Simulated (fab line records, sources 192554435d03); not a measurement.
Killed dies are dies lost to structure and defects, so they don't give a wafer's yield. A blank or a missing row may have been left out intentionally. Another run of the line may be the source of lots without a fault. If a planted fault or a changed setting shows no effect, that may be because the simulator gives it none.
The tool behind it: which one? + flow n5_finfet + 10 lots with 29 wafers sampled at 5 steps, on a route of 1938 steps

## WHAT EACH GAUGE READ, for each wafer
N5_FIN_CUT_CD_MEAS_08: the cd target is 29.1 nm. Usual: cd_nm reads 29.14 nm (standard deviation 0.25).
| lot  | measured    | on        | cd_nm (nm)        | flag |
|------|-------------|-----------|-------------------|------|
| L886 | day 2 11:04 | cd_sem-02 | 29.06 29.26 29.37 |      |
| L887 | day 2 15:41 | cd_sem-02 | 29.06 29.70 29.30 |      |
| L888 | day 2 21:29 | cd_sem-03 | 29.73 29.66 29.13 |      |
| L890 | day 3 08:37 | cd_sem-02 | 29.08 28.89 29.03 |      |
| L891 | day 3 14:50 | cd_sem-01 | 29.12 29.35 29.30 |      |
| L892 | day 3 20:34 | cd_sem-02 | 28.97 29.34 28.72 |      |
| L894 | day 4 09:01 | cd_sem-03 | 29.51 29.39       |      |
| L903 | day 6 15:10 | cd_sem-02 | 29.04 29.05 29.04 |      |
| L906 | day 7 12:49 | cd_sem-03 | 29.09 29.07 29.46 |      |
| L908 | day 8 00:06 | cd_sem-03 | 29.13 29.08 29.11 |      |

N5_BEOL_M4_RC_MEAS_101. Usual: DIBL_N 36.3 mV/V, standard deviation 2; DIBL_P 36.3 mV/V, standard deviation 2.4; IOFF_N 0.16 nA/um, standard deviation 0.034; IOFF_P 0.21 nA/um, standard deviation 0.035; ION_N 672 uA/um, standard deviation 12; ION_P 459 uA/um, standard deviation 6.5; SS_N 71.6 mV/dec, standard deviation 0.67; SS_P 73.3 mV/dec, standard deviation 0.71; VT_N 250 mV, standard deviation 3.5; VT_P -251 mV, standard deviation 3.
| lot  | measured     | on        | DIBL_N (mV/V)  | DIBL_P (mV/V)  | IOFF_N (nA/um) | IOFF_P (nA/um) | ION_N (uA/um) | ION_P (uA/um) | SS_N (mV/dec)  | SS_P (mV/dec)  | VT_N (mV)   | VT_P (mV)      | flag |
|------|--------------|-----------|----------------|----------------|----------------|----------------|---------------|---------------|----------------|----------------|-------------|----------------|------|
| L886 | day 8 03:04  | prober-01 | 35.5 35.7 34.9 | 35.7 35.9 34.7 | 0.15 0.15 0.13 | 0.20 0.21 0.19 | 662 661 655   | 458 459 450   | 71.6 71.4 71.9 | 73.3 72.8 72.6 | 250 254 251 | -251 -251 -251 |      |
| L887 | day 8 07:41  | prober-02 | 32.6 32.3 32.3 | 31.7 31.6 31.5 | 0.10 0.10 0.10 | 0.15 0.15 0.15 | 651 653 664   | 456 453 456   | 70.0 69.8 70.1 | 72.0 71.8 72.1 | 259 256 257 | -256 -253 -254 |      |
| L888 | day 8 16:58  | prober-02 | 35.0 33.2 33.3 | 34.4 31.5 32.3 | 0.14 0.10 0.11 | 0.18 0.13 0.15 | 666 647 650   | 453 440 452   | 71.1 70.8 70.9 | 73.2 72.8 72.7 | 249 256 256 | -254 -256 -253 |      |
| L890 | day 9 05:11  | prober-02 | 35.9 39.3 35.9 | 34.6 38.7 34.3 | 0.14 0.22 0.15 | 0.17 0.23 0.16 | 657 689 672   | 444 463 452   | 71.6 73.1 72.0 | 73.7 74.5 73.3 | 255 247 251 | -256 -251 -256 |      |
| L891 | day 9 08:29  | prober-01 | 34.8 36.4 36.4 | 35.7 37.8 36.9 | 0.14 0.16 0.17 | 0.19 0.22 0.21 | 674 675 680   | 460 467 458   | 71.6 71.6 70.6 | 72.7 73.9 73.1 | 251 249 247 | -250 -249 -251 |      |
| L892 | day 10 03:58 | prober-02 | 31.6 33.2 33.5 | 31.6 33.4 34.0 | 0.11 0.13 0.14 | 0.16 0.18 0.20 | 650 660 668   | 451 457 458   | 71.4 70.7 71.6 | 72.7 72.2 73.1 | 258 252 251 | -253 -251 -248 |      |
| L894 | day 11 02:29 | prober-02 | 36.2 39.7      | 34.9 37.9      | 0.14 0.20      | 0.16 0.21      | 668 677       | 452 453       | 71.8 73.6      | 73.0 73.3      | 253 252     | -257 -252      |      |
| L903 | day 14 07:01 | prober-02 | 37.0 34.8 38.7 | 38.8 34.8 38.5 | 0.20 0.15 0.24 | 0.25 0.19 0.24 | 682 666 676   | 462 454 458   | 71.8 71.2 72.4 | 74.3 74.1 74.0 | 247 249 244 | -248 -252 -249 |      |
| L906 | day 14 05:52 | prober-01 | 37.9 37.1 40.2 | 38.8 37.0 40.1 | 0.20 0.18 0.24 | 0.25 0.22 0.28 | 699 679 693   | 473 463 469   | 72.3 71.9 72.8 | 74.4 73.8 74.6 | 245 246 243 | -248 -249 -250 |      |
| L908 | day 14 14:23 | prober-01 | 36.8 37.2 36.1 | 37.1 37.9 36.1 | 0.19 0.20 0.18 | 0.22 0.24 0.21 | 680 679 684   | 459 459 462   | 71.8 72.0 72.0 | 73.0 73.4 72.6 | 248 246 245 | -249 -248 -251 |      |

## WHAT TOOL EACH LOT RAN ON (gives the tool, then ch and the chambers of the sampled wafers, and finally the start)
| lot  | N5_FIN_CUT_PRECLEAN_35            | N5_FIN_CUT_STRIP_22               | N5_STI_FIN_REVEAL_ALD_14         |
|------|-----------------------------------|-----------------------------------|----------------------------------|
| L886 | vapor_etch-01 ch 0,1, day 2 11:45 | rie_diel-04 ch 1,2, day 2 11:56   | ald_sin-02 ch 0,1,2, day 2 12:11 |
| L887 | vapor_etch-02 ch 0,1, day 2 16:22 | rie_diel-03 ch 1,2, day 2 16:33   | ald_sin-02 ch 1,2, day 2 16:49   |
| L888 | vapor_etch-02 ch 0,1, day 2 22:20 | rie_diel-04 ch 0,1,3, day 2 22:38 | ald_sin-02 ch 1,2, day 2 22:53   |
| L890 | vapor_etch-01 ch 0,1, day 3 09:19 | rie_diel-04 ch 0,1,2, day 3 09:31 | ald_sin-03 ch 1,2,3, day 3 09:46 |
| L891 | vapor_etch-01 ch 0,1, day 3 15:32 | rie_diel-03 ch 0,3, day 3 15:46   | ald_sin-04 ch 0,1, day 3 16:01   |
| L892 | vapor_etch-01 ch 0,1, day 3 21:14 | rie_diel-04 ch 0,1, day 3 21:26   | ald_sin-02 ch 0,1, day 3 21:41   |
| L894 | vapor_etch-01 ch 0,1, day 4 09:43 | rie_diel-01 ch 2, day 4 09:56     | ald_sin-02 ch 2,3, day 4 10:11   |
| L903 | vapor_etch-02 ch 0,1, day 6 15:51 | rie_diel-03 ch 0,1, day 6 16:05   | ald_sin-04 ch 1,2, day 6 16:38   |
| L906 | vapor_etch-02 ch 0,1, day 7 13:30 | rie_diel-03 ch 0,1,2, day 7 13:42 | ald_sin-04 ch 0,1,2, day 7 13:57 |
| L908 | vapor_etch-02 ch 0,1, day 8 00:46 | rie_diel-03 ch 0,2,3, day 8 00:59 | ald_sin-04 ch 0,3, day 8 01:14   |
- N5_FIN_CUT_PRECLEAN_35: cleans in vHF, time 13.3 s.
- N5_FIN_CUT_STRIP_22: strips in N2/H2.
- N5_STI_FIN_REVEAL_ALD_14: deposits Si3N4, target thk 3 nm.

## AS READ BY THE TOOLS THEMSELVES (means over the sampled wafers that have a number; for cases with no such wafer, the mark the record gives instead)
N5_FIN_CUT_PRECLEAN_35. Usual: drypump_motor_current_A 5.8 A, standard deviation 0.4; foreline_p_Torr 0.1280 Torr, standard deviation 0.00052.
| lot  | tool          | drypump_motor_current_A (A) | foreline_p_Torr (Torr) | flag |
|------|---------------|-----------------------------|------------------------|------|
| L886 | vapor_etch-01 | 5.8                         | 0.1285                 |      |
| L887 | vapor_etch-02 | 6.1                         | 0.1282                 |      |
| L888 | vapor_etch-02 | 6.1                         | 0.1285                 |      |
| L890 | vapor_etch-01 | 5.5                         | 0.1270                 |      |
| L891 | vapor_etch-01 | 5.5                         | 0.1281                 |      |
| L892 | vapor_etch-01 | 5.8                         | 0.1282                 |      |
| L894 | vapor_etch-01 | 5.7                         | 0.1280                 |      |
| L903 | vapor_etch-02 | 6.1                         | 0.1284                 |      |
| L906 | vapor_etch-02 | 5.9                         | 0.1282                 |      |
| L908 | vapor_etch-02 | 5.9                         | 0.1283                 |      |

N5_FIN_CUT_STRIP_22. Usual: bias_power_w 8.002 W, standard deviation 0.026; drypump_motor_current_A 5.9 A, standard deviation 0.74; h2_flow_sccm 300.0 sccm, standard deviation 0.9; oes_product_au 0.80 a.u., standard deviation 0.073; power_w 500.0 W, standard deviation 1.7; rf_vpp_V 53.9 V, standard deviation 2.5; showerhead_plenum_p_Torr 3.37 Torr, standard deviation 0.1; throttle_valve_pct 18.8 %, standard deviation 0.32.
| lot  | tool        | bias_power_w (W) | drypump_motor_current_A (A) | h2_flow_sccm (sccm) | oes_product_au (a.u.) | power_w (W) | rf_vpp_V (V) | showerhead_plenum_p_Torr (Torr) | throttle_valve_pct (%) | flag |
|------|-------------|------------------|-----------------------------|---------------------|-----------------------|-------------|--------------|---------------------------------|------------------------|------|
| L886 | rie_diel-04 | 8.025            | 5.9                         | 300.5               | 0.74                  | 500.4       | 53.4         | 3.38                            | 18.6                   |      |
| L887 | rie_diel-03 | 8.030            | 5.8                         | 300.1               | 0.94                  | 499.3       | 55.5         | 3.36                            | 18.4                   |      |
| L888 | rie_diel-04 | 8.020            | 5.6                         | 299.5               | 0.82                  | 502.4       | 56.0         | 3.44                            | 18.8                   |      |
| L890 | rie_diel-04 | 7.991            | 5.5                         | 300.0               | 0.75                  | 499.7       | 54.9         | 3.44                            | 18.7                   |      |
| L891 | rie_diel-03 | 8.000            | 6.4                         | 301.3               | 0.81                  | 499.7       | 53.4         | 3.39                            | 18.9                   |      |
| L892 | rie_diel-04 | 7.961            | 4.9                         | 300.4               | 0.76                  | 500.9       | 52.8         | 3.52                            | 18.9                   |      |
| L894 | rie_diel-01 | 8.010            | 5.2                         | 299.3               | 0.75                  | 501.4       | 55.8         | 3.37                            | 18.7                   |      |
| L903 | rie_diel-03 | 8.031            | 5.7                         | 300.0               | 0.84                  | 501.2       | 55.2         | 3.41                            | 18.4                   |      |
| L906 | rie_diel-03 | 8.007            | 6.1                         | 300.7               | 0.82                  | 500.8       | 54.5         | 3.34                            | 18.8                   |      |
| L908 | rie_diel-03 | 7.983            | 6.5                         | 300.6               | 0.77                  | 499.6       | 53.4         | 3.31                            | 19.1                   |      |

N5_STI_FIN_REVEAL_ALD_14. Usual: heater_power_outer_w 516 W, standard deviation 46; heater_power_w 824 W, standard deviation 82.
| lot  | tool       | heater_power_outer_w (W) | heater_power_w (W) | flag |
|------|------------|--------------------------|--------------------|------|
| L886 | ald_sin-02 | 537                      | 836                |      |
| L887 | ald_sin-02 | 514                      | 804                |      |
| L888 | ald_sin-02 | 536                      | 814                |      |
| L890 | ald_sin-03 | 510                      | 782                |      |
| L891 | ald_sin-04 | 495                      | 796                |      |
| L892 | ald_sin-02 | 548                      | 852                |      |
| L894 | ald_sin-02 | 477                      | 752                |      |
| L903 | ald_sin-04 | 503                      | 875                |      |
| L906 | ald_sin-04 | 494                      | 812                |      |
| L908 | ald_sin-04 | 477                      | 795                |      |

## THE ANSWER, worked out from the rows above alone
Rule: take the mean of a lot's wafers that have a number; if it is more than 3 standard deviations from the usual mean, the lot is off. Also off: a lot with no number at a reading for which 4 or more lots have one. The other lots that the step has rows for count as sound. After the gauges, taken in route order, come the tools' own readings; for these a lot's mean is taken, as printed above. At the first step where some lot is off, the reading lying furthest off is the one used; lots without a number count as furthest.
Nothing can be told from this: no lot is off at any reading shown.

## WHAT THE SIMULATOR HAD PUT IN
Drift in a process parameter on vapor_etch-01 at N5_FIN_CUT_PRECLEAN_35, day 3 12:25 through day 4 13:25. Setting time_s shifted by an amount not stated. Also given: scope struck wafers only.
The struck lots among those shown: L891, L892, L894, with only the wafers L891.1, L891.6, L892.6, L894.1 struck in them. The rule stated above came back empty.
